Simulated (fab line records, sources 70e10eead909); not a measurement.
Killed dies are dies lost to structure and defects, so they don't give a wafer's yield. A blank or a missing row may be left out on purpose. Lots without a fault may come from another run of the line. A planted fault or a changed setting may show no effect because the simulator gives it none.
A struck lot beside a sound one | flow nand_harc | 15 steps out of a route of 1302
Sound: wafers L382.3, L382.4, L382.6. Struck: wafers L387.1, L387.3, L387.5. The cause comes at the end.
At each step with rows: each side's tool, then ch and its chambers, then its first start. Under that, the readings that differ: sound wafers | struck wafers | difference of the means | sigmas: that difference in standard deviations of wafers without a fault.
alike: readings whose means differ by less than 2 such deviations, and words and numbers that are the same on both sides. not compared: withheld readings, readings that some wafer has no value for, bounds like >300 that may hide the same value, and numbers for which the record gives no deviation and whose values overlap.
The two part at a step that has a row with sigmas, a row that says differs or no value, or rows on one side only. Numbers that don't overlap but have no deviation are shown without sigmas and don't part them. A reading that every wafer of one side lacks parts them only if that side has two wafers or more.

first, 3 steps without rows for these wafers: NHARC_P_M1_EXPOSE_06 (exposes mask P M1, target cd 130 nm); NHARC_P_M1_PEB_07 (peb time 65 s); NHARC_P_M1_DEVELOP_08 (develop time 35 s).
NHARC_P_M1_CD_MEAS_09: target cd 130 nm.
  sound on cd_sem-02 ch 0, day 10 13:57; struck on cd_sem-03 ch 0, day 12 05:40
  alike: cd_nm
NHARC_P_M1_OVL_MEAS_10: pitch 260 nm.
  sound on overlay-01, day 10 14:02; struck on overlay-02, day 12 05:46
  reading           | sound          | struck      | difference | sigmas
  overlay_x_nm (nm) | -1.7 -1.0 -1.1 | 0.8 0.0 0.6 | +1.7       | +2
  alike: overlay_y_nm
NHARC_P_M1_INSPECT_11:
  sound on defect_inspect-01, day 10 14:04; struck on defect_inspect-01, day 12 05:47
  alike: raw_defect_count
then, 1 step without rows for these wafers: NHARC_P_M1_DESCUM_14 (chemistry O2, time 3 s).
NHARC_P_M1_ETCH_35: etches the open film in N2/H2, target depth 40 nm, overetch 12 nm, time 43.94 s.
  sound on rie_diel-13 ch 0,1,2, day 10 14:13; struck on rie_diel-13 ch 1,2,3, day 12 05:58
  alike: chamber_pressure_mTorr, drypump_motor_current_A, oes_product_au, rf_vpp_V, showerhead_plenum_p_Torr, throttle_valve_pct
  not compared: rf_hours_counter_h
NHARC_P_M1_ETCH_15: etches the open film in C4F8/Ar, target depth 182.5 nm, time 91.2 s.
  sound on rie_diel-13 ch 0,3; struck on rie_diel-13 ch 2,3
  alike: chamber_pressure_mTorr, oes_product_au, rf_vpp_V
  not compared: rf_hours_counter_h
NHARC_P_M1_CD_MEAS_16:
  sound on cd_sem-01, day 10 14:26; struck on cd_sem-01, day 12 06:11
  alike: cd_nm
NHARC_P_M1_STRIP_18: strips in N2/H2.
  sound on rie_diel-12 ch 0,2, day 10 14:32; struck on rie_diel-04 ch 0,2,3, day 12 06:15
  reading                        | sound                | struck               | difference | sigmas
  chamber_pressure_mTorr (mTorr) | 30.006 29.988 30.060 | 29.976 29.977 29.939 | -0.054     | -2
  alike: drypump_motor_current_A, oes_product_au, power_w, rf_vpp_V, showerhead_plenum_p_Torr, throttle_valve_pct
  not compared: rf_hours_counter_h
NHARC_P_M1_ETCH_28: etches the open film in CF4/N2, target depth 30 nm, time 72.99 s.
  sound on rie_diel-12 ch 0,2,3; struck on rie_diel-04 ch 1,2
  alike: chamber_pressure_mTorr, drypump_motor_current_A, oes_product_au, rf_vpp_V, showerhead_plenum_p_Torr, throttle_valve_pct
  not compared: rf_hours_counter_h
NHARC_P_M1_STRIP_19: strips in post etch residue remover, time 600 s.
  sound on wet_bench-10 ch 0,5,6, day 10 14:53; struck on wet_bench-10 ch 1,2,4, day 12 06:38
  no value came back on the struck wafers for bath_heat_duty_pct (%), run_length_s (s), time_s (s); on the sound wafers bath_heat_duty_pct (%) reads 12.3 15.2 15.1
NHARC_P_M1_DEGAS_29: time 60 s.
  sound on pvd_sputter-02, day 10 15:09; struck on pvd_sputter-03, day 12 06:53
  alike: heater_power_w
-- the record jumps here: 18 days lie between the struck wafers' starts before and after (it left off in module P_M1 and takes up again in module END, whose first step shown is number 1302 of the route) --
NHARC_END_SORT_01:
  sound on prober-02 ch 0, day 29 18:22; struck on prober-01 ch 0, day 30 10:31
  alike: defect_limited_yield, killed_at_array, killed_at_other, killed_at_periphery, killed_dies, killed_open, killed_short, sort_bin_2_pct, sort_bin_3_pct, sort_bin_4_pct, sort_n_pass, sort_rim_yield_pct, sort_yield_pct

WHERE THEY PART
First at NHARC_P_M1_OVL_MEAS_10; last, within this record, at NHARC_P_M1_STRIP_19. Later steps at which nothing parts them and some readings are alike: NHARC_P_M1_DEGAS_29, NHARC_END_SORT_01.

WHY: what the simulator had put in
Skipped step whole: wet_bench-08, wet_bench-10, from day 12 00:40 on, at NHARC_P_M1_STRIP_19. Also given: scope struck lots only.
